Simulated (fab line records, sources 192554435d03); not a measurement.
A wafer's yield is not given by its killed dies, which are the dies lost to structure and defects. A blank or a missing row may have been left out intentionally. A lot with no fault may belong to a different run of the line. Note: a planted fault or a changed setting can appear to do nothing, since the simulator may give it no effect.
A single fault, viewed from 2 desks | flow n5_finfet | each desk has only its own numbers; what lay behind them comes last

== THE METROLOGY DESK ==
What the gauges read, lot by lot, whatever tool the lot ran on: means of the sampled wafers that have a number. Marked OUT: a lot whose mean sits more than 4 standard deviations from the usual mean, which makes it out of limits; the brackets give that distance. 7 of its 10 readings are shown, namely those furthest out on some lot.
Columns: A = DIBL_N at N5_BEOL_M4_RC_MEAS_101, usual 36.3 mV/V; B = DIBL_P at N5_BEOL_M4_RC_MEAS_101, usual 36.5 mV/V; C = IOFF_N at N5_BEOL_M4_RC_MEAS_101, usual 0.16 nA/um; D = IOFF_P at N5_BEOL_M4_RC_MEAS_101, usual 0.22 nA/um; E = ION_N at N5_BEOL_M4_RC_MEAS_101, usual 677 uA/um; F = SS_N at N5_BEOL_M4_RC_MEAS_101, usual 71.5 mV/dec; G = SS_P at N5_BEOL_M4_RC_MEAS_101, usual 73.2 mV/dec
lot  | first seen here | A    | B    | C    | D    | E   | F    | G
L661 | day 9 08:14     | 37.9 | 37.9 | 0.20 | 0.24 | 691 | 71.9 | 73.1
L662 | day 9 09:10     | 36.3 | 37.2 | 0.16 | 0.21 | 673 | 72.2 | 73.4
L664 | day 10 15:43    | 38.2 | 38.5 | 0.19 | 0.24 | 694 | 71.7 | 74.1
L670 | day 11 08:43    | 35.9 | 35.2 | 0.16 | 0.22 | 671 | 71.0 | 73.2
L673 | day 12 03:03    | 37.0 | 37.6 | 0.17 | 0.26 | 677 | 71.6 | 73.5
L677 | day 12 17:35    | 35.5 | 35.8 | 0.16 | 0.21 | 677 | 71.3 | 72.9
L676 | day 12 17:38    | 35.5 | 34.5 | 0.15 | 0.21 | 674 | 71.4 | 72.3
L681 | day 14 04:28    | 36.2 | 36.9 | 0.16 | 0.24 | 682 | 71.6 | 73.1
Finding of this desk: none of the 8 lots has anything out of limits.

== TOOL OWNER'S DESK, rie_diel-04 ==
The tool's own readings at N5_BEOL_M1_ETCH_70 (etches SOC in N2/H2, target depth 80 nm, overetch 16 nm, time 120 s): means of the sampled wafers that have a number, for each lot that ran on this tool. Marked OUT: a lot whose mean sits more than 4 standard deviations from the usual mean, which makes it out of limits; the brackets give that distance.
Columns: A = bias_w at N5_BEOL_M1_ETCH_70, usual 150.0 W; B = drypump_motor_current_A at N5_BEOL_M1_ETCH_70, usual 5.9 A; C = oes_product_au at N5_BEOL_M1_ETCH_70, usual 0.58 a.u.; D = rf_fwd_power_W at N5_BEOL_M1_ETCH_70, usual 835.4 W; E = rf_vpp_V at N5_BEOL_M1_ETCH_70, usual 524.6 V; F = showerhead_plenum_p_Torr at N5_BEOL_M1_ETCH_70, usual 2.58 Torr; G = throttle_valve_pct at N5_BEOL_M1_ETCH_70, usual 17.87 %
lot  | first seen here | A     | B   | C    | D               | E               | F    | G
L661 | day 6 19:01     | 149.8 | 6.3 | 0.59 | 837.3           | 525.8           | 2.63 | 17.75
L662 | day 7 14:14     | 149.8 | 6.3 | 0.59 | 836.3           | 526.7           | 2.62 | 17.78
L670 | day 9 08:34     | 149.7 | 6.3 | 0.60 | 632.8 (-75) OUT | 576.1 (+25) OUT | 2.62 | 17.60
L673 | day 9 21:38     | 149.7 | 6.0 | 0.55 | 632.6 (-75) OUT | 576.2 (+25) OUT | 2.63 | 18.04
This desk finds L670, L673 out of limits, L670 being first, at day 9 08:34 (rf_fwd_power_W at N5_BEOL_M1_ETCH_70). L661, L662: within limits.

== BROUGHT TOGETHER ==
The tool owner's desk could have raised an alarm at day 9 08:34, on L670, L673.
At the metrology desk, nothing out of limits was observed.
The metrology desk has L670, L673 on record, within its limits.
N5_BEOL_M1_ETCH_70 was run on rie_diel-04 by each of the lots named.

== WHAT THE SIMULATOR HAD PUT IN ==
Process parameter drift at N5_BEOL_M1_ETCH_70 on rie_diel-04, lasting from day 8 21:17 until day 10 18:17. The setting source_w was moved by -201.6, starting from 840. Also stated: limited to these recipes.
Struck lots among those shown: L670, L673.
Delay in hours, fault start to first out-of-limits reading, by desk: the tool owner's desk at 11.
